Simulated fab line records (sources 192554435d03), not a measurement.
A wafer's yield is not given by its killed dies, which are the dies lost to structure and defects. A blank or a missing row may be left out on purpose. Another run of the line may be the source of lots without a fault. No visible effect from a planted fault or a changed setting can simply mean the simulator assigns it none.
Comparing a struck lot with a sound one ; flow n5Finfet ; 18 steps out of a route of 1938
Sound: these wafers, L104.3, L104.4, L104.6. Struck: wafers L108.2, L108.5, L108.6. The cause comes at the end.
At each step with rows: each side's tool, then ch and its chambers, then its first start. Under that, the readings that differ: sound wafers ; struck wafers ; difference of the means ; sigmas: that difference in standard deviations of wafers without a fault.
alike: same words and numbers on both sides, and readings whose means sit less than 2 such deviations apart. not compared: any withheld reading, any reading some wafer has no value for, any bound like >300 that may hide the same value, and any number with overlapping values for which the record gives no deviation.
The two part at a step that has a row with sigmas, a row that says differs or no value, or rows on one side only. When numbers do not overlap yet have no deviation, they are printed without sigmas and do not part them. A reading missing from all wafers of one side parts the sides only when that side holds two or more wafers.

N5_BEOL_M14_ETCH_59: etches BARC in N2/H2, target depth 89 nm, overetch 26.7 nm, time 67.9 s.
  sound on rieDiel-02 ch 1,2,3, day 12 22:16; struck on rieDiel-02 ch 0,1,3, day 13 22:09
  alike: drypumpMotorCurrentA, oesProductAu, rfVppV, showerheadPlenumPTorr, throttleValvePct
  not compared: rfHoursCounterH
N5_BEOL_M14_VIA_ETCH_16: etches SiO2 in C4F8/O2/Ar, target depth 1231.3 nm.
  sound on rieDiel-02 ch 1,2,3, day 12 22:19; struck on rieDiel-02 ch 0,1,3, day 13 22:12
  alike: drypumpMotorCurrentA, oes_ar_750_au, oesProductAu, rfVppV, showerheadPlenumPTorr, throttleValvePct
N5_BEOL_M14_STRIP_63: strips in O2.
  sound: rieDiel-02 ch 1,2,3; struck: rieDiel-02 ch 0,1,3
  alike: drypumpMotorCurrentA, oesProductAu, rfVppV, showerheadPlenumPTorr, throttleValvePct
  not compared: rfHoursCounterH
N5_BEOL_M14_STRIP_64: strips in O2.
  sound: rieDiel-02 ch 1,2,3; struck: rieDiel-02 ch 0,1,3
  alike: drypumpMotorCurrentA, oesProductAu, rfVppV, showerheadPlenumPTorr, throttleValvePct
  not compared: rfHoursCounterH
then, 2 steps without rows for these wafers: N5_BEOL_M14_STRIP_71 (strips in post etch residue remover, time 60 s); N5_BEOL_M14_SRD_72 (time 30 s, dry time 30 s).
N5_BEOL_M14_CD_MEAS_17 targets a cd of 250 nm.
  sound on cdSem-03, day 12 22:40; struck on cdSem-02, day 13 22:33
  alike: cdNm
then, 5 steps without rows for these wafers: N5_BEOL_M14_COAT_65 (time 60 s, resist thk 450 nm); N5_BEOL_M14_COAT_66 (time 60 s, resist thk 110 nm); N5_BEOL_M14_COAT_22 (resist thk 300 nm); N5_BEOL_M14_EBR_24; N5_BEOL_M14_SOFTBAKE_23 (time 60 s).
N5_BEOL_M14_EXPOSE_25: exposes mask M14, target cd 280 nm.
  sound on krfScanner-02 ch 0, day 12 22:58; struck on krfScanner-02 ch 0, day 13 22:43
reading;sound;struck;difference;sigmas
model.BEOL_M14.overlayXNm (nm);-2.6 -2.6 -2.6;49.8 49.8 49.8;+52.4;
  alike: mask, stageVelMmS
then, 3 steps without rows for these wafers: N5_BEOL_M14_PEB_26 (peb time 90 s); N5_BEOL_M14_DEVELOP_27 (develop time 45 s); N5_BEOL_M14_HARDBAKE_32 (time 120 s).
N5_BEOL_M14_CD_MEAS_28 targets a cd of 284.4 nm.
  sound on cdSem-03 ch 0, day 12 23:08; struck on cdSem-03 ch 0, day 13 22:53
  alike: cdNm
N5_BEOL_M14_OVL_MEAS_29:
  sound on overlay-02 ch 0, day 12 23:09; struck on overlay-01 ch 0, day 13 22:55
reading;sound;struck;difference;sigmas
M14_OVL (nm);-6 0 -9;49 49 45;+53;+9

## WHERE THEY PART
Only at N5_BEOL_M14_OVL_MEAS_29, as far as this record shows.

WHY: whatever the simulator had introduced
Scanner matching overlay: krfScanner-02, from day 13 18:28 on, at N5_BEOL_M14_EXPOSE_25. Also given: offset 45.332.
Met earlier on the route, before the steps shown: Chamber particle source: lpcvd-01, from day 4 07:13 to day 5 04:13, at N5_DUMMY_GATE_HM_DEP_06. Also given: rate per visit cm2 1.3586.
